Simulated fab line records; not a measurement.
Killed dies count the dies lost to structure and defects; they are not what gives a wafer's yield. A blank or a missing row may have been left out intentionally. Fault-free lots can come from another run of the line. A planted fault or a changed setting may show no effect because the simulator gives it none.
Matching of chambers	flow n5Finfet	N5_BEOL_M0_SAQP_PECVD_03 on pecvd-02: 3 sister chambers
The step deposits SiCN from 3MS/NH3, target thk 12 nm, time 21.1 s. 6 wafers are shown with their chamber, then 7 later ones without.

## WAFERS WITH THEIR CHAMBER
wafer	chamber	showerheadPlenumPTorr (Torr)	throttleValvePct (%)
L078.3	1	3.651	9.3
L079.2	1	3.648	9.3
L081.3	0	3.670	9.4
L081.6	2	3.657	9.5
L088.1	2	3.650	9.3
L088.5	0	3.672	9.3

## WAFERS WITHOUT THEIR CHAMBER
wafer	showerheadPlenumPTorr (Torr)	throttleValvePct (%)
L088.6	3.657	9.3
L090.1	3.676	9.6
L090.3	3.642	9.1
L090.5	3.676	9.2
L094.3	3.644	9.1
L094.4	3.676	9.3
L094.6	3.652	9.4

## EACH ONE'S CHAMBER
wafer	from the rows above	in truth
L088.6	can't be placed: 2 or 1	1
L090.1	0	0
L090.3	can't be placed: 1 or 2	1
L090.5	0	0
L094.3	can't be placed: 1 or 2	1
L094.4	0	0
L094.6	can't be placed: 2 or 1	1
Placed correctly: 3 of 7. Unplaceable from these rows: 4, with the true chamber sitting among the candidates in 4. Placed wrongly: 0.
How it was worked out, from the rows above alone: a wafer's distance from a chamber is the root of the sum, over the readings, of the square of ((its reading less the chamber's mean) divided by the reading's scatter). The wafer belongs to the nearest chamber; if the next one is less than 2 further off, it can't be placed. Each chamber's mean is taken over the wafers shown for it. The scatter: take each reading less its chamber's mean, square it, sum over the shown wafers, divide by the number of wafers less the number of chambers, and take the root.
